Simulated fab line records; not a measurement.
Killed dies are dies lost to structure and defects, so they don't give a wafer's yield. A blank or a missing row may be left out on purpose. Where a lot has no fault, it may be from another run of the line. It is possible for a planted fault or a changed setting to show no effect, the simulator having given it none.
Matching of chambers    flow nand-harc    NHARC_A_CHANNEL_FILL_D2_ALD_14 on ald-hk-02 has 4 sister chambers
The step deposits SiO2, target thk 2.5 nm, pulse time 10 s, ald cycles 25. 30 wafers are shown with their chamber, then 12 later ones without.

## WAFERS, EACH WITH ITS CHAMBER
wafer   chamber  heater-power-w (W)  precursor-pulse-height-rel
L075.3  2        447                 0.984
L075.4  0        480                 0.995
L075.6  3        396                 0.973
L079.2  2        451                 0.996
L079.3  0        487                 0.992
L079.5  1        502                 0.985
L079.1  1        488                 0.984
L079.4  3        397                 1.032
L079.6  0        473                 1.006
L081.1  0        508                 0.993
L081.3  1        462                 1.002
L081.5  1        453                 0.986
L084.1  3        395                 0.943
L084.3  1        452                 0.993
L084.4  2        440                 0.958
L084.2  0        500                 1.025
L084.5  0        507                 0.987
L084.6  3        388                 1.033
L086.1  0        519                 1.030
L086.4  2        450                 0.983
L086.5  3        380                 1.016
L089.2  1        475                 0.969
L089.5  0        519                 1.014
L089.6  3        384                 1.020
L087.1  1        473                 1.007
L087.2  0        522                 0.999
L087.3  3        390                 1.031
L087.4  2        434                 1.006
L087.5  3        384                 1.019
L087.6  0        501                 1.020

SIGNATURES (means of the wafers above)
reading                     chamber 0  chamber 1  chamber 2  chamber 3  scatter within a chamber
heater-power-w              501.60     472.14     444.40     389.25     14
precursor-pulse-height-rel  1.00610    0.98943    0.98540    1.00838    0.0214
Rule: distance of a wafer from a chamber = root of the sum over the readings of ((wafer's reading minus chamber's mean) / reading's scatter) squared. The wafer belongs to the nearest chamber; if the next one is less than 2 further off, it can't be placed. The scatter: the root of (the sum of the squares of (reading less its chamber's mean) over the shown wafers, divided by (wafers less chambers)).

## WAFERS WHOSE CHAMBER IS MISSING
wafer   heater-power-w (W)  precursor-pulse-height-rel
L092.3  384                 0.983
L092.5  513                 0.983
L092.6  391                 0.989
L096.2  521                 1.008
L096.4  475                 0.993
L096.5  469                 0.998
L094.1  523                 0.993
L094.2  455                 0.965
L094.3  435                 0.974
L095.2  467                 0.992
L095.4  444                 0.999
L095.5  397                 0.988

## WHICH CHAMBER EACH WENT THROUGH
wafer   from the rows above           in truth
L092.3  3                             3
L092.5  can't be placed: 0 or 1       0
L092.6  3                             3
L096.2  0                             0
L096.4  can't be placed: 1 or 0 or 2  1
L096.5  can't be placed: 1 or 2 or 0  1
L094.1  can't be placed: 0 or 1       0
L094.2  can't be placed: 2 or 1       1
L094.3  can't be placed: 2 or 1       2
L095.2  can't be placed: 1 or 2       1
L095.4  can't be placed: 2 or 1       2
L095.5  3                             3
Placed correctly: 4 of 12. Not placeable from these rows: 8 (in 8, the candidates include the true chamber). 0 placed wrongly.
